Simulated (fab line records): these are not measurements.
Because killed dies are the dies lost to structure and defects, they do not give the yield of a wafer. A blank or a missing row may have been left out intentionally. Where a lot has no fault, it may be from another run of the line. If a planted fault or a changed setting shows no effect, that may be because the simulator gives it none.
What tool caused it?    flow nand_harc    39 wafers from 13 lots sampled at 4 of the route's 1302 steps

== WHAT THE GAUGES READ, wafer by wafer ==
NHARC_P_ZERO_WELL_CD_MEAS_52: the cd target is 2000 nm. Usual: 1999.6 nm for cd_nm, sd 1.4.
lot   measured      on         cd_nm (nm)            flag
L708  day 1 09:49   cd_sem-01  1999.0 1999.2 1999.0  
L710  day 1 21:46   cd_sem-01  1999.2 1998.4 1997.7  
L711  day 2 07:38   cd_sem-02  1999.3 1998.4 1998.5  
L714  day 3 14:20   cd_sem-03  - - -                 OFF
L722  day 6 21:38   cd_sem-02  2001.4 2001.2 2000.8  
L723  day 7 07:21   cd_sem-01  2000.6 2000.3 2000.1  
L724  day 7 17:44   cd_sem-03  1999.3 2000.6 1998.1  
L726  day 8 13:39   cd_sem-03  2001.3 2001.2 2000.5  
L727  day 8 23:45   cd_sem-01  2001.1 1997.6 2001.2  
L728  day 9 09:31   cd_sem-02  1999.1 1998.9 2000.1  
L729  day 9 20:43   cd_sem-01  2000.8 2002.1 1999.5  
L730  day 10 05:24  cd_sem-01  2000.3 2000.4 1999.0  
L731  day 10 15:38  cd_sem-03  2002.8 2000.4 2001.9  

== TOOL THAT RAN EACH LOT (tool first, then ch and the chambers of the sampled wafers, then the start) ==
lot   NHARC_P_ZERO_WELL_ETCH_62                      NHARC_P_ZERO_WELL_DESCUM_39        NHARC_P_ZERO_WELL_EXPOSE_49
L708  rie_diel-04 ch 0,1,3, day 1 08:28 or earlier   rie_diel-05 ch 1,2, day 1 08:28    krf_scanner-02 ch 0, day 1 09:40
L710  rie_diel-03 ch 2,3, day 1 20:17 or earlier     rie_diel-04 ch 0,3, day 1 20:17    krf_scanner-04 ch 0, day 1 21:37
L711  rie_diel-03 ch 0,3, day 2 06:18 or earlier     rie_diel-03 ch 0,2,3, day 2 06:18  krf_scanner-04 ch 0, day 2 07:29
L714  rie_diel-04 ch 2,3, day 3 12:53 or earlier     rie_diel-05 ch 0,1,2, day 3 12:53  krf_scanner-03 ch 0, day 3 14:11
L722  rie_diel-05 ch 1,2,3, day 6 20:10 or earlier   rie_diel-05 ch 1,2, day 6 20:10    krf_scanner-03 ch 0, day 6 21:29
L723  rie_diel-03 ch 1,2, day 7 06:00 or earlier     rie_diel-04 ch 2,3, day 7 06:00    krf_scanner-03 ch 0, day 7 07:12
L724  rie_diel-03 ch 0,2,3, day 7 16:16 or earlier   rie_diel-03 ch 1,2, day 7 16:16    krf_scanner-02 ch 0, day 7 17:34
L726  rie_diel-05 ch 0,1,3, day 8 12:11 or earlier   rie_diel-05 ch 1,2, day 8 12:11    krf_scanner-03 ch 0, day 8 13:29
L727  rie_diel-05 ch 0,1,2, day 8 22:18 or earlier   rie_diel-03 ch 1,2,3, day 8 22:18  krf_scanner-04 ch 0, day 8 23:36
L728  rie_diel-04 ch 2,3, day 9 08:04 or earlier     rie_diel-05 ch 0,1,3, day 9 08:04  krf_scanner-02 ch 0, day 9 09:22
L729  rie_diel-03 ch 0,1,3, day 9 19:14 or earlier   rie_diel-03 ch 1,3, day 9 19:14    krf_scanner-03 ch 0, day 9 20:34
L730  rie_diel-03 ch 0,1,2, day 10 04:02 or earlier  rie_diel-04 ch 1,3, day 10 04:02   krf_scanner-03 ch 0, day 10 05:14
L731  rie_diel-05 ch 0,1,3, day 10 14:16 or earlier  rie_diel-03 ch 1,3, day 10 14:16   krf_scanner-03 ch 0, day 10 15:29
- NHARC_P_ZERO_WELL_ETCH_62: etches the open film in CHF3/Ar, target depth 13 nm, time 6.5 s.
- NHARC_P_ZERO_WELL_DESCUM_39: chemistry O2, time 3 s.
- NHARC_P_ZERO_WELL_EXPOSE_49: exposes mask P HVPW, target cd 2000 nm.

== WHAT THE TOOLS THEMSELVES READ (means of the sampled wafers that have a number; where no wafer has one, the mark that the record gives instead) ==
NHARC_P_ZERO_WELL_ETCH_62. Usual: drypump_motor_current_A 5.7 A, standard deviation 0.42; oes_product_au 0.963 a.u., standard deviation 0.014; rf_vpp_V 369.5 V, standard deviation 2.4; showerhead_plenum_p_Torr 2.30 Torr, standard deviation 0.11; throttle_valve_pct 20.217 %, standard deviation 0.0082.
lot   tool         drypump_motor_current_A (A)  oes_product_au (a.u.)  rf_vpp_V (V)  showerhead_plenum_p_Torr (Torr)  throttle_valve_pct (%)  flag
L708  rie_diel-04  6.0                          0.971                  368.2         2.27                             20.218                  
L710  rie_diel-03  5.7                          0.955                  370.3         2.32                             20.221                  
L711  rie_diel-03  5.8                          0.951                  368.2         2.24                             20.216                  
L714  rie_diel-04  5.8                          0.954                  368.1         2.24                             20.222                  
L722  rie_diel-05  5.6                          0.960                  370.5         2.38                             20.220                  
L723  rie_diel-03  5.3                          0.970                  372.8         2.43                             20.210                  
L724  rie_diel-03  5.4                          0.959                  369.8         2.33                             20.210                  
L726  rie_diel-05  5.6                          0.978                  371.9         2.38                             20.224                  
L727  rie_diel-05  5.9                          0.974                  368.7         2.27                             20.223                  
L728  rie_diel-04  5.9                          0.961                  366.9         2.22                             20.217                  
L729  rie_diel-03  5.7                          0.938                  368.9         2.24                             20.218                  
L730  rie_diel-03  5.4                          0.966                  371.1         2.34                             20.218                  
L731  rie_diel-05  5.6                          0.961                  371.3         2.37                             20.211                  

NHARC_P_ZERO_WELL_DESCUM_39. Usual: drypump_motor_current_A 5.7 A, standard deviation 0.44; oes_product_au 1.001 a.u., standard deviation 0.0071; rf_vpp_V 57.7 V, standard deviation 0.97; showerhead_plenum_p_Torr 1.89 Torr, standard deviation 0.1; throttle_valve_pct 11.311 %, standard deviation 0.0089.
lot   tool         drypump_motor_current_A (A)  oes_product_au (a.u.)  rf_vpp_V (V)  showerhead_plenum_p_Torr (Torr)  throttle_valve_pct (%)  flag
L708  rie_diel-05  5.9                          1.009                  57.8          1.88                             11.307                  
L710  rie_diel-04  6.0                          0.999                  57.0          1.80                             11.316                  
L711  rie_diel-03  5.4                          0.997                  58.8          1.91                             11.306                  
L714  rie_diel-05  5.9                          1.009                  57.7          1.87                             11.309                  
L722  rie_diel-05  5.6                          0.995                  57.2          1.92                             11.310                  
L723  rie_diel-04  5.9                          0.998                  57.4          1.81                             11.306                  
L724  rie_diel-03  5.3                          1.000                  58.6          1.98                             11.305                  
L726  rie_diel-05  5.6                          1.003                  58.1          1.91                             11.315                  
L727  rie_diel-03  5.7                          1.010                  58.1          1.89                             11.314                  
L728  rie_diel-05  5.6                          1.009                  57.8          1.94                             11.315                  
L729  rie_diel-03  6.0                          1.002                  56.8          1.82                             11.311                  
L730  rie_diel-04  6.0                          1.001                  57.2          1.84                             11.320                  
L731  rie_diel-03  5.9                          1.000                  56.5          1.82                             11.305                  

NHARC_P_ZERO_WELL_EXPOSE_49. Usual: 0.0 nm for focus_offset_nm, sd 0.49.
lot   tool            focus_offset_nm (nm)  flag
L708  krf_scanner-02  -0.8                  
L710  krf_scanner-04  0.1                   
L711  krf_scanner-04  0.1                   
L714  krf_scanner-03  0.3                   
L722  krf_scanner-03  -0.3                  
L723  krf_scanner-03  -0.0                  
L724  krf_scanner-02  -0.3                  
L726  krf_scanner-03  0.3                   
L727  krf_scanner-04  0.2                   
L728  krf_scanner-02  -0.3                  
L729  krf_scanner-03  0.3                   
L730  krf_scanner-03  -0.3                  
L731  krf_scanner-03  -0.1                  

== THE ANSWER, worked out from the rows above alone ==
Rule: a lot counts as off when the mean over its wafers that have a number is more than 3 standard deviations away from the usual mean. A lot without any number at a reading at which 4 lots or more have one is off too. Any other lot the step has rows for is counted as sound. First the gauges in route order, then the tools' own readings, where a lot's mean is used as printed above. The first step at which some lot is off is used, and at that step the reading that is off furthest; a lot without a number counts as furthest.
Off, at NHARC_P_ZERO_WELL_CD_MEAS_52 on cd_nm: L714. Without a number there: L714.
A tool fits if, at a process step before that reading, it ran every lot that is off, and no sound lot after the first of them. Gauges at NHARC_P_ZERO_WELL_CD_MEAS_52: tried the same way as those tools. Because NHARC_P_ZERO_WELL_ETCH_62 lacks a start for some lots, the hours and order of its lots are taken from NHARC_P_ZERO_WELL_DESCUM_39. None of those tried fits.

== WHAT THE SIMULATOR HAD PUT IN ==
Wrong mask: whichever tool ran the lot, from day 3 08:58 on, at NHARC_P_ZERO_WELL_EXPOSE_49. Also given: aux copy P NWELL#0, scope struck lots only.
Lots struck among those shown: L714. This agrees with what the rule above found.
